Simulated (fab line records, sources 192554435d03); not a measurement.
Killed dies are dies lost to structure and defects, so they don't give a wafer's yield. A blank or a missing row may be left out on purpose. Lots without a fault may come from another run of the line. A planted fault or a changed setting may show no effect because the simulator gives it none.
A struck lot beside a sound one | flow n5_finfet | 16 steps out of a route of 1938
Sound: wafers L311.2, L311.3, L311.5. Struck: wafers L325.1, L325.3, L325.5. The cause comes at the end.
At each step with rows: each side's tool, then ch and its chambers, then its first start. Under that, the readings that differ: sound wafers | struck wafers | difference of the means | sigmas: that difference in standard deviations of wafers without a fault.
alike: readings whose means differ by less than 2 such deviations, and words and numbers that are the same on both sides. not compared: withheld readings, readings that some wafer has no value for, bounds like >300 that may hide the same value, and numbers for which the record gives no deviation and whose values overlap.
The two part at a step that has a row with sigmas, a row that says differs or no value, or rows on one side only. Numbers that don't overlap but have no deviation are shown without sigmas and don't part them. A reading that every wafer of one side lacks parts them only if that side has two wafers or more.

first, 1 step without rows for these wafers: N5_HKMG_FIN_ETCH_86 (etches SOC in N2/H2, stops on TiN, target depth 393.2 nm).
N5_HKMG_FIN_STRIP_89: strips SOC in N2/H2, time 20 s.
  sound on rie_diel-03 ch 1,3, day 4 08:23; struck on rie_diel-04 ch 0,1,3, day 7 23:37
  alike: drypump_motor_current_A, oes_product_au, rf_vpp_V, showerhead_plenum_p_Torr, throttle_valve_pct
  not compared: rf_hours_counter_h
then, 1 step without rows for these wafers: N5_HKMG_FIN_WET_ETCH_87 (etches TiN in SC1, time 154.2 s, target depth 4.7 nm, rinse time 30 s).
N5_HKMG_FIN_STRIP_88: strips in N2/H2, time 360 s.
  sound on plasma_asher-02 ch 0,1, day 4 08:35; struck on plasma_asher-01 ch 0,1, day 7 23:48
  alike: drypump_motor_current_A, heater_power_w
  not compared: rf_hours_counter_h
N5_HKMG_FIN_NWFM_ALD_20: deposits TiAlC, target thk 2 nm, pulse time 3 s, purge time 2 s.
  sound on ald_metal-03 ch 0,2,3, day 4 08:58; struck on ald_metal-01 ch 0,2, day 8 00:11
  alike: heater_power_w, precursor_pulse_height_rel, susceptor_temp_C
  not compared: since_wet_clean_h
then, 2 steps without rows for these wafers: N5_HKMG_FIN_ALD_71 (deposits TiN, target thk 1 nm, pulse time 1 s, purge time 3 s); N5_HKMG_FIN_COAT_66 (time 60 s, resist thk 300 nm).
N5_HKMG_FIN_ETCH_67: etches SOC in N2/H2, stops on TiN, target depth 388.9 nm.
  sound on rie_diel-04 ch 0,1,2, day 4 09:24; struck on rie_diel-01 ch 0,1,2, day 8 00:37
  alike: drypump_motor_current_A, oes_product_au, rf_vpp_V, showerhead_plenum_p_Torr, throttle_valve_pct
  not compared: rf_hours_counter_h
then, 3 steps without rows for these wafers: N5_HKMG_FIN_STRIP_90 (strips SOC in N2/H2, time 20 s); N5_HKMG_FIN_WET_ETCH_73 (etches the open film in SC1, time 42.3 s, target depth 1.3 nm, rinse time 30 s); N5_HKMG_FIN_ETCHBACK_68 (etches the open film in Cl2/Ar, stops on HfO2, target depth 0.5 nm).
N5_HKMG_FIN_STRIP_69: strips in N2/H2, time 360 s.
  sound on plasma_asher-02 ch 0,1, day 4 09:46; struck on plasma_asher-01 ch 1, day 8 00:59
  reading            | sound       | struck      | difference | sigmas
  heater_power_w (W) | 546 543 510 | 442 433 440 | -95        | -2
  alike: drypump_motor_current_A
  not compared: rf_hours_counter_h
N5_HKMG_FIN_ALD_21: deposits TiN, target thk 1.5 nm, pulse time 1 s, purge time 3 s.
  sound on ald_metal-04 ch 1,3, day 4 10:08; struck on ald_metal-04 ch 0,1,3, day 8 01:22
  reading              | sound                | struck               | difference | sigmas
  susceptor_temp_C (C) | 399.98 399.92 400.07 | 394.73 394.24 394.31 | -5.56      | -24
  alike: heater_power_w, precursor_pulse_height_rel
  not compared: since_wet_clean_h
then, 1 step without rows for these wafers: N5_HKMG_FIN_ALD_72 (deposits W, target thk 2 nm, pulse time 1 s, purge time 2 s).
-- the record jumps here: 4 days lie between the struck wafers' starts before and after (it left off in module HKMG_FIN and takes up again in module BEOL_M4, whose first step shown is number 1111 of the route) --
N5_BEOL_M4_RC_MEAS_101:
  sound on prober-01 ch 0, day 8 07:35; struck on prober-02 ch 0, day 12 06:04
  alike: DIBL_N, DIBL_P, IOFF_N, IOFF_P, ION_N, ION_P, SS_N, SS_P, VT_N, VT_P
N5_PASSIVATION_PROBE_49:
  the record has rows for the sound wafers here (prober-01, day 12 19:38) and none for the struck ones

WHERE THEY PART
First at N5_HKMG_FIN_STRIP_69; last, within this record, at N5_PASSIVATION_PROBE_49.

WHY: what the simulator had put in
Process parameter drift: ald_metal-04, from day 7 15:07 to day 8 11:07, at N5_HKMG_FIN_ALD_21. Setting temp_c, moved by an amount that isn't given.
